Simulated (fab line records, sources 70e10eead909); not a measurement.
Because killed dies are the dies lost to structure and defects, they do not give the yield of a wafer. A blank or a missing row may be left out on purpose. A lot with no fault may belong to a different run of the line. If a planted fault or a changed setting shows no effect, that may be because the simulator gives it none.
Struck lot and sound lot, side by side	flow nandHarc	11 steps out of a route of 1302
Sound: the wafers L862.1, L862.2, L862.3. Struck: wafers L872.2, L872.5. (L872.1 of the same lot was not struck and is left out.) The cause comes at the end.
Per side, at each step with rows, come the tool, then ch with its chambers, and then its first start. Under that, the readings that differ: sound wafers	struck wafers	difference of the means	sigmas: that difference in standard deviations of wafers without a fault.
alike: a reading whose means differ by less than 2 such deviations, as well as words and numbers matching on both sides. not compared: withheld readings; readings where some wafer has no value; bounds like >300 that might hide an equal value; numbers whose values overlap and for which the record gives no deviation.
The two part at a step that has a row with sigmas, a row that says differs or no value, or rows on one side only. When numbers do not overlap yet have no deviation, they are printed without sigmas and do not part them. A reading missing from all wafers of one side parts the sides only when that side holds two or more wafers.

NHARC_P_START_INSPECT_01:
  struck on defectInspect-02, day 7 06:02; sound on defectInspect-01, day 3 02:02
  alike: rawDefectCount
then, 7 steps without rows for these wafers: NHARC_P_ZERO_WELL_PRECLEAN_00 (cleans in SPM, time 600 s); NHARC_P_ZERO_WELL_SRD_01; NHARC_P_ZERO_WELL_PECVD_02 (deposits SiO2, target thk 10 nm); NHARC_P_ZERO_WELL_DEHYDRATE_03 (time 120 s); NHARC_P_ZERO_WELL_HMDS_04 (time 30 s); NHARC_P_ZERO_WELL_COAT_64 (time 65 s); NHARC_P_ZERO_WELL_COAT_05 (resist thk 600 nm).
NHARC_P_ZERO_WELL_SOFTBAKE_06: time 70 s.
  sound on lithoTrack-05 ch 0, day 3 02:00; struck on lithoTrack-05 ch 0, day 7 06:00
reading	sound	struck	difference	sigmas
heaterPowerTotalW (W)	199.6 202.5 199.4	216.2 215.4	+15.3	+12
then, 2 steps without rows for these wafers: NHARC_P_ZERO_WELL_EBR_07; NHARC_END_SORT_01.

== WHERE THEY PART ==
Within this record, at NHARC_P_ZERO_WELL_SOFTBAKE_06 only.

WHY: what had been put in by the simulator
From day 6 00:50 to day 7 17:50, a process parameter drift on lithoTrack-05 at NHARC_P_ZERO_WELL_SOFTBAKE_06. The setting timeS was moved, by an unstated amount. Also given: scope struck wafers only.
